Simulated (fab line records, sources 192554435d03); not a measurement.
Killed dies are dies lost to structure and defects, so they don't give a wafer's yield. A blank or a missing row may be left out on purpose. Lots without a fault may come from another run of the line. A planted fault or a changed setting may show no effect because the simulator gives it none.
Chamber matching | flow n5_finfet | N5_HKMG_FIN_ALD_74 on ald_hk-02: 4 sister chambers
The step deposits La2O3, target thk 0.5 nm, pulse time 6 s, co reactant pulse time 1 s. 22 wafers are shown with their chamber, then 11 later ones without.

WAFERS WITH THEIR CHAMBER
wafer  | chamber | heater_power_w (W) | precursor_pulse_height_rel
L076.1 | 3       | 398                | 0.965
L076.3 | 0       | 333                | 1.028
L076.5 | 1       | 315                | 0.983
L077.1 | 0       | 331                | 1.005
L077.3 | 1       | 319                | 0.988
L077.6 | 3       | 404                | 0.980
L083.2 | 2       | 341                | 0.991
L083.4 | 3       | 401                | 0.981
L083.5 | 3       | 408                | 0.977
L084.2 | 3       | 400                | 0.982
L084.3 | 2       | 334                | 1.008
L084.5 | 2       | 348                | 1.001
L085.3 | 3       | 397                | 0.986
L085.4 | 1       | 318                | 0.998
L085.6 | 1       | 320                | 0.982
L089.4 | 2       | 335                | 0.985
L089.5 | 2       | 341                | 1.008
L089.6 | 3       | 402                | 1.006
L090.1 | 2       | 341                | 1.028
L090.2 | 3       | 383                | 1.006
L090.5 | 2       | 334                | 0.956
L091.2 | 0       | 331                | 1.010

SIGNATURES (means of the wafers above)
reading                    | chamber 0 | chamber 1 | chamber 2 | chamber 3 | scatter within a chamber
heater_power_w             | 331.67    | 318.00    | 339.14    | 399.12    | 5.56
precursor_pulse_height_rel | 1.01433   | 0.98775   | 0.99671   | 0.98538   | 0.0165
Rule: a wafer's distance from a chamber is the root of the sum, over the readings, of the square of ((its reading less the chamber's mean) divided by the reading's scatter). The wafer belongs to the nearest chamber; if the next one is less than 2 further off, it can't be placed. The scatter: the root of (the sum of the squares of (reading less its chamber's mean) over the shown wafers, divided by (wafers less chambers)).

WAFERS WITHOUT THEIR CHAMBER
wafer  | heater_power_w (W) | precursor_pulse_height_rel
L091.3 | 341                | 0.993
L091.4 | 312                | 0.998
L092.2 | 335                | 0.995
L092.5 | 343                | 1.019
L092.6 | 311                | 1.018
L093.2 | 339                | 1.015
L093.4 | 321                | 0.986
L093.5 | 312                | 1.034
L094.1 | 325                | 0.994
L094.4 | 331                | 0.978
L094.6 | 351                | 0.992

WHICH CHAMBER EACH WENT THROUGH
wafer  | from the rows above          | in truth
L091.3 | can't be placed: 2 or 0      | 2
L091.4 | 1                            | 1
L092.2 | can't be placed: 2 or 0      | 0
L092.5 | can't be placed: 2 or 0      | 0
L092.6 | can't be placed: 1 or 0      | 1
L093.2 | can't be placed: 2 or 0      | 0
L093.4 | 1                            | 1
L093.5 | can't be placed: 1 or 0      | 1
L094.1 | can't be placed: 1 or 0 or 2 | 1
L094.4 | can't be placed: 2 or 0 or 1 | 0
L094.6 | can't be placed: 2 or 0      | 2
Placed correctly: 2 of 11. Can't be placed from these rows: 9 (the true chamber is among the candidates in 9). Placed wrongly: 0.
